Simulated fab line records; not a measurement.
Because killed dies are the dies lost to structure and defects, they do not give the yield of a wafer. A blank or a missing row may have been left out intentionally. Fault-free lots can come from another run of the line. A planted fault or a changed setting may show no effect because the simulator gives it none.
Split-lot study || flow n5-finfet || 21 wafers read from 7 lots, route of 1938 steps

## ABOUT THE SPLIT
At N5_SD_EPI_N_ETCH_45 (etches SiOCN in CH3F/O2, target depth 6 nm), the setting target-depth-a was moved away from the recipe's 60 angstrom on 7 of the 21 wafers read, by -6.7% to +6.9%. For the rest of the wafers, this setting stayed at what the recipe calls for.

Reading taken at the split's own step.

## THE READING
etch.depth-nm (the simulator's own value, which no gauge read), in nm, at N5_SD_EPI_N_ETCH_45 (etches SiOCN in CH3F/O2, target depth 6 nm). No usual value for it is given in the file. The 14 wafers here that ran the recipe average 5.945 nm, standard deviation 0.11 nm.

{"wafer": "L076.2", "tool, chamber at the split": "rie-diel-02, 0", "target-depth-a as run, angstrom": 64.11, "against the recipe": "+6.9%", "etch.depth-nm, nm": 6.494, "against lot-mates on the recipe": "+0.560"}
{"wafer": "L076.3", "tool, chamber at the split": "rie-diel-02, 2", "target-depth-a as run, angstrom": 60, "against the recipe": "recipe", "etch.depth-nm, nm": 5.959, "against lot-mates on the recipe": "-"}
{"wafer": "L076.4", "tool, chamber at the split": "rie-diel-02, 3", "target-depth-a as run, angstrom": 60, "against the recipe": "recipe", "etch.depth-nm, nm": 5.908, "against lot-mates on the recipe": "-"}
{"wafer": "L078.2", "tool, chamber at the split": "rie-diel-04, 2", "target-depth-a as run, angstrom": 57.03, "against the recipe": "-4.9%", "etch.depth-nm, nm": 5.549, "against lot-mates on the recipe": -0.372}
{"wafer": "L078.3", "tool, chamber at the split": "rie-diel-04, 0", "target-depth-a as run, angstrom": 60, "against the recipe": "recipe", "etch.depth-nm, nm": 5.849, "against lot-mates on the recipe": "-"}
{"wafer": "L078.5", "tool, chamber at the split": "rie-diel-04, 3", "target-depth-a as run, angstrom": 60, "against the recipe": "recipe", "etch.depth-nm, nm": 5.993, "against lot-mates on the recipe": "-"}
{"wafer": "L079.2", "tool, chamber at the split": "rie-diel-04, 2", "target-depth-a as run, angstrom": 60, "against the recipe": "recipe", "etch.depth-nm, nm": 5.857, "against lot-mates on the recipe": "-"}
{"wafer": "L079.3", "tool, chamber at the split": "rie-diel-04, 0", "target-depth-a as run, angstrom": 60, "against the recipe": "recipe", "etch.depth-nm, nm": 5.918, "against lot-mates on the recipe": "-"}
{"wafer": "L079.5", "tool, chamber at the split": "rie-diel-04, 0", "target-depth-a as run, angstrom": 60, "against the recipe": "recipe", "etch.depth-nm, nm": 5.877, "against lot-mates on the recipe": "-"}
{"wafer": "L080.4", "tool, chamber at the split": "rie-diel-01, 1", "target-depth-a as run, angstrom": 60, "against the recipe": "recipe", "etch.depth-nm, nm": 5.911, "against lot-mates on the recipe": "-"}
{"wafer": "L080.5", "tool, chamber at the split": "rie-diel-01, 0", "target-depth-a as run, angstrom": 62.57, "against the recipe": "+4.3%", "etch.depth-nm, nm": 6.024, "against lot-mates on the recipe": "+0.113"}
{"wafer": "L080.6", "tool, chamber at the split": "rie-diel-01, 3", "target-depth-a as run, angstrom": 62.57, "against the recipe": "+4.3%", "etch.depth-nm, nm": 6.396, "against lot-mates on the recipe": "+0.485"}
{"wafer": "L093.1", "tool, chamber at the split": "rie-diel-04, 2", "target-depth-a as run, angstrom": 60, "against the recipe": "recipe", "etch.depth-nm, nm": 5.876, "against lot-mates on the recipe": "-"}
{"wafer": "L093.3", "tool, chamber at the split": "rie-diel-04, 3", "target-depth-a as run, angstrom": 60, "against the recipe": "recipe", "etch.depth-nm, nm": 5.896, "against lot-mates on the recipe": "-"}
{"wafer": "L093.6", "tool, chamber at the split": "rie-diel-04, 3", "target-depth-a as run, angstrom": 60, "against the recipe": "recipe", "etch.depth-nm, nm": 5.89, "against lot-mates on the recipe": "-"}
{"wafer": "L094.3", "tool, chamber at the split": "rie-diel-01, 3", "target-depth-a as run, angstrom": 55.97, "against the recipe": "-6.7%", "etch.depth-nm, nm": 5.782, "against lot-mates on the recipe": -0.410}
{"wafer": "L094.4", "tool, chamber at the split": "rie-diel-01, 1", "target-depth-a as run, angstrom": 60, "against the recipe": "recipe", "etch.depth-nm, nm": 6.213, "against lot-mates on the recipe": "-"}
{"wafer": "L094.5", "tool, chamber at the split": "rie-diel-01, 3", "target-depth-a as run, angstrom": 60, "against the recipe": "recipe", "etch.depth-nm, nm": 6.171, "against lot-mates on the recipe": "-"}
{"wafer": "L095.2", "tool, chamber at the split": "rie-diel-04, 0", "target-depth-a as run, angstrom": 64.04, "against the recipe": "+6.7%", "etch.depth-nm, nm": 6.557, "against lot-mates on the recipe": "+0.650"}
{"wafer": "L095.3", "tool, chamber at the split": "rie-diel-04, 2", "target-depth-a as run, angstrom": 64.04, "against the recipe": "+6.7%", "etch.depth-nm, nm": 6.215, "against lot-mates on the recipe": "+0.308"}
{"wafer": "L095.4", "tool, chamber at the split": "rie-diel-04, 1", "target-depth-a as run, angstrom": 60, "against the recipe": "recipe", "etch.depth-nm, nm": 5.907, "against lot-mates on the recipe": "-"}

FIT RESULTS
A straight line over all 21 wafers: etch.depth-nm changes by +0.0604 nm for each +1% of target-depth-a; r = +0.83; the points scatter about the line by 0.14 nm.
The same after taking each lot's own level away (the mean of its wafers on the recipe; 21 wafers): +0.0712 nm for each +1%; r = +0.94; scatter 0.09 nm.
Per that fit: largest target-depth-a move, reading shift of 0.49 nm.
From 5.8840 to 6.1920 nm: that is the span of the lots' own levels, equal to 2.9 times the standard deviation above.
So the slope is not independent of the lot-to-lot level: the two fits are not the same.
Check: +0.475 nm against its lot-mates is what the line predicts for one of the wafers moved furthest among these (+6.9%) when that wafer is left out of the fit. Against them it came out at +0.56 nm.

## ADDITIONAL SPLITS CARRIED BY THESE WAFERS
Before the reading, these wafers also passed through other splits. Each is held against what the fit with the lots' levels taken away leaves over:
{"other split on the same wafers": "N5_PMOS_HMC_CHANNEL_EPI_COAT_31 spin-rpm", "wafers away from the commonest value": 7, "r with etch.depth-nm (lot level and that fit taken away)": -0.04}
{"other split on the same wafers": "N5_PMOS_HMC_CHANNEL_EPI_PEB_07 peb-temp-c", "wafers away from the commonest value": 8, "r with etch.depth-nm (lot level and that fit taken away)": "+0.24"}
{"other split on the same wafers": "N5_FIN_SAQP_ETCH_52 source-w", "wafers away from the commonest value": 5, "r with etch.depth-nm (lot level and that fit taken away)": "+0.36"}
{"other split on the same wafers": "N5_SD_EPI_N_PEB_07 peb-temp-c", "wafers away from the commonest value": 5, "r with etch.depth-nm (lot level and that fit taken away)": -0.13}

## FILE'S OWN FIT
etch.depth-nm changes by +0.0718 nm for each +1% of target-depth-a, r = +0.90.
